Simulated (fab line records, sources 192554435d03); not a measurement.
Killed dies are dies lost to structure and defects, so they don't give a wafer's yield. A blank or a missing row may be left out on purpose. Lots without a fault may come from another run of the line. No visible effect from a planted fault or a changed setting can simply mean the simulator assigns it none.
A single fault, viewed from 2 desks + flow n5_finfet + each desk has only its own numbers; what lay behind them comes last

## THE METROLOGY DESK
Means of the sampled wafers that have a number, per lot and without regard to the tool the lot ran on: this is what the gauges read. If a lot's mean is further than 4 standard deviations from the usual mean, the lot is out of limits and carries the mark OUT (the distance appears in the brackets).
Columns: A = thk_nm at N5_FIN_SAQP_THK_MEAS_05, usual 38.0 nm; B = cd_nm at N5_FIN_SAQP_CD_MEAS_16, usual 35.66 nm
| lot  | first seen here | A               | B     |
|------|-----------------|-----------------|-------|
| L791 | day 2 10:20     | 37.5            | 35.71 |
| L793 | day 2 21:16     | 37.7            | 35.84 |
| L794 | day 3 03:05     | 37.9            | 35.57 |
| L801 | day 4 21:14     | 37.8            | 35.66 |
| L803 | day 5 10:00     | 38.2            | 35.79 |
| L804 | day 5 15:04     | 39.0            | 35.50 |
| L806 | day 6 02:35     | 40.6 (+5.7) OUT | 35.37 |
| L809 | day 6 21:57     | 38.0            | 35.47 |
| L811 | day 7 10:25     | 38.7            | 35.84 |
| L812 | day 7 16:48     | 38.2            | 35.69 |
This desk's verdict: out of limits on L806, starting with L806 at day 6 02:35 (thk_nm at N5_FIN_SAQP_THK_MEAS_05). L791, L793, L794, L801, L803, L804, L809, L811, L812 stayed within limits.

## TOOL OWNER'S DESK, pecvd-01
The tool's own readings at N5_FIN_SAQP_HM_DEP_03 (deposits SiNx from SiH4/NH3/N2, target thk 38 nm, time 33.6 s): means of the sampled wafers that have a number, for each lot that ran on this tool. If a lot's mean is further than 4 standard deviations from the usual mean, the lot is out of limits and carries the mark OUT (the distance appears in the brackets).
Columns: A = heater_power_w at N5_FIN_SAQP_HM_DEP_03, usual 740 W; B = showerhead_plenum_p_Torr at N5_FIN_SAQP_HM_DEP_03, usual 5.14 Torr; C = throttle_valve_pct at N5_FIN_SAQP_HM_DEP_03, usual 40.5 %
| lot  | first seen here | A   | B    | C    |
|------|-----------------|-----|------|------|
| L793 | day 2 21:11     | 722 | 5.15 | 39.6 |
| L794 | day 3 02:59     | 726 | 5.18 | 41.7 |
| L801 | day 4 21:08     | 704 | 5.15 | 42.3 |
| L804 | day 5 14:59     | 754 | 5.18 | 42.2 |
| L806 | day 6 02:32     | 667 | 5.17 | 40.2 |
This desk found nothing out of limits on any of the 5 lots.

## TAKEN TOGETHER
L806 would have let the metrology desk raise an alarm at day 6 02:35.
The tool owner's desk saw nothing out of limits.
On record at the tool owner's desk: L806, within its limits.
N5_FIN_SAQP_HM_DEP_03 was run on pecvd-01 by each of the lots named.

## WHAT WAS PUT IN BY THE SIMULATOR
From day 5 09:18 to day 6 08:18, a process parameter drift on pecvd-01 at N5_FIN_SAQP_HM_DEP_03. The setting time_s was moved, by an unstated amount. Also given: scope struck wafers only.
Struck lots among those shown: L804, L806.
Per desk, hours elapsed from the start of the fault to the first reading out of limits: for the metrology desk, 17.
